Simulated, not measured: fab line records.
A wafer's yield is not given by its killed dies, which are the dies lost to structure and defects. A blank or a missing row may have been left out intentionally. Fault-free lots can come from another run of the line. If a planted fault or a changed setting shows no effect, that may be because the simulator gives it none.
Struck lot and sound lot, side by side	flow n5Finfet	39 out of 1938 route steps
Sound: the wafers L204.1, L204.2, L204.5. Struck: wafer L213.1; the same lot's L213.2 was not struck, so it is left out; see the end for the cause.
Each step with rows lists, per side, the tool, then ch with its chambers, then its first start. Under that, the readings that differ: sound wafers	struck wafers	difference of the means	sigmas: that difference in standard deviations of wafers without a fault.
alike: readings whose means differ by less than 2 such deviations, and words and numbers that are the same on both sides. not compared: withheld readings, readings that some wafer has no value for, bounds like >300 that may hide the same value, and numbers for which the record gives no deviation and whose values overlap.
Wherever a step has rows on one side only, a row that says differs or no value, or a row with sigmas, the two part there. Numbers that don't overlap but have no deviation are shown without sigmas and don't part them. A reading that every wafer of one side lacks parts them only if that side has two wafers or more.

first, 12 steps without rows for these wafers: N5_SD_EPI_N_ETCH_35 (etches SOC in N2/H2, overetch 108 nm, time 486 s); N5_SD_EPI_N_STRIP_36 (strips in N2/H2); N5_SD_EPI_N_ETCHBACK_44 (etches SiNx in CH3F/O2, stops on SiO2, target depth 14.5 nm); N5_SD_EPI_N_ETCH_45 (etches SiOCN in CH3F/O2, target depth 6 nm); N5_SD_EPI_N_ETCH_16 (etches SiO2 in CHF3/O2, target depth 5 nm); N5_SD_EPI_N_STRIP_47 (strips in CHF3/O2); N5_SD_EPI_N_SD_RECESS_17 (chemistry HBr/Cl2/O2, target depth 41 nm, time 23.7 s, bt time 3 s); N5_SD_EPI_N_STRIP_38 (strips in N2/H2); N5_SD_EPI_N_WET_ETCH_43 (etches SiO2 in dHF, time 14 s, target depth 1.5 nm); N5_SD_EPI_N_STRIP_18 (strips in SPM, time 750 s); N5_SD_EPI_N_SRD_20 (time 30 s); N5_SD_EPI_N_PRECLEAN_48 (cleans in NF3:NH3, afs cycles 2, time 20 s, sublimation time 60 s).
N5_SD_EPI_N_VAPOR_ETCH_50: etches Si in HCl, time 54 s.
  sound on epiRpcvd-01 ch 0, day 3 12:41; struck on epiRpcvd-01 ch 0, day 5 20:18
  alike: chamberPressureTorr, throttleValvePct
then, 24 steps without rows for these wafers: N5_SD_EPI_N_EPI_21 (deposits Si:P, time 690 s); N5_SD_EPI_N_PRECLEAN_24 (cleans in O3/DIW, time 60 s); N5_SD_EPI_N_SRD_25 (time 30 s); N5_SD_EPI_N_PRECLEAN_49 (cleans in NF3:NH3, afs cycles 1, time 20 s, sublimation time 60 s); N5_SD_EPI_N_LINER_46 (material SiNx, target thk 3 nm); N5_SD_EPI_P_COAT_34 (time 60 s, resist thk 350 nm); N5_SD_EPI_P_COAT_35 (time 60 s, resist thk 35 nm); N5_SD_EPI_P_COAT_03 (resist thk 150 nm); N5_SD_EPI_P_EBR_05; N5_SD_EPI_P_SOFTBAKE_04 (time 60 s); N5_SD_EPI_P_EXPOSE_06 (exposes mask SD P BLK, target cd 240 nm); N5_SD_EPI_P_PEB_07 (peb time 60 s); N5_SD_EPI_P_DEVELOP_08 (develop time 30 s); N5_SD_EPI_P_DESCUM_14 (chemistry O2, time 7.9 s); N5_SD_EPI_P_ETCH_36 (etches SiARC in CF4, target depth 45.5 nm, time 75.8 s); N5_SD_EPI_P_ETCH_37 (etches SOC in N2/H2, overetch 108 nm, time 486 s); N5_SD_EPI_P_STRIP_38 (strips in N2/H2); N5_SD_EPI_P_ETCHBACK_46 (etches SiNx in CH3F/O2, stops on SiO2, target depth 17.5 nm); N5_SD_EPI_P_ETCH_47 (etches SiOCN in CH3F/O2, target depth 25 nm); N5_SD_EPI_P_ETCH_16 (etches SiO2 in CHF3/O2, target depth 5 nm); N5_SD_EPI_P_STRIP_50 (strips in CHF3/O2); N5_SD_EPI_P_SD_RECESS_17 (chemistry HBr/Cl2/O2, target depth 39.1 nm, bt time 3 s); N5_SD_EPI_P_WET_ETCH_45 (etches SiO2 in dHF, time 10.7 s, target depth 2 nm, rinse time 30 s); N5_SD_EPI_P_STRIP_40 (strips in N2/H2).
-- here the record skips 5 days between the struck wafers' starts before and after, leaving off in module SD_EPI_P and picking up in module BEOL_M4 (first step shown: number 1111 of the route) --
N5_BEOL_M4_RC_MEAS_101:
  sound on prober-02 ch 0, day 7 22:50; struck on prober-02 ch 0, day 10 18:38
reading	sound	struck	difference	sigmas
REXT_N (ohm.um)	77.7 77.0 78.1	81.0	+3.4	+2
  alike: DIBL_N, DIBL_P, IOFF_N, IOFF_P, ION_N, ION_P, SS_N, SS_P, VT_N, VT_P
-- here the record skips 4 days between the struck wafers' starts before and after, leaving off in module BEOL_M4 and picking up in module PASSIVATION (first step shown: number 1936 of the route) --
N5_PASSIVATION_PROBE_49:
  sound: prober-01 at day 12 02:26; struck: prober-01 at day 15 01:43
reading	sound	struck	difference	sigmas
killed_at_M4_up	19 12 13	28	+13	+2
  alike: defectLimitedYield, killed_at_M0_to_M3, killedAtContacts, killedAtFrontEnd, killedAtOther, killedDies, killedOpen, killedShort, sort_bin_5_function, sort_bin_6_memory, sortNPass, sortYieldPct

== WHERE THEY PART ==
Last at N5_PASSIVATION_PROBE_49 as far as this record goes, first at N5_BEOL_M4_RC_MEAS_101.

WHY: what the simulator had put in
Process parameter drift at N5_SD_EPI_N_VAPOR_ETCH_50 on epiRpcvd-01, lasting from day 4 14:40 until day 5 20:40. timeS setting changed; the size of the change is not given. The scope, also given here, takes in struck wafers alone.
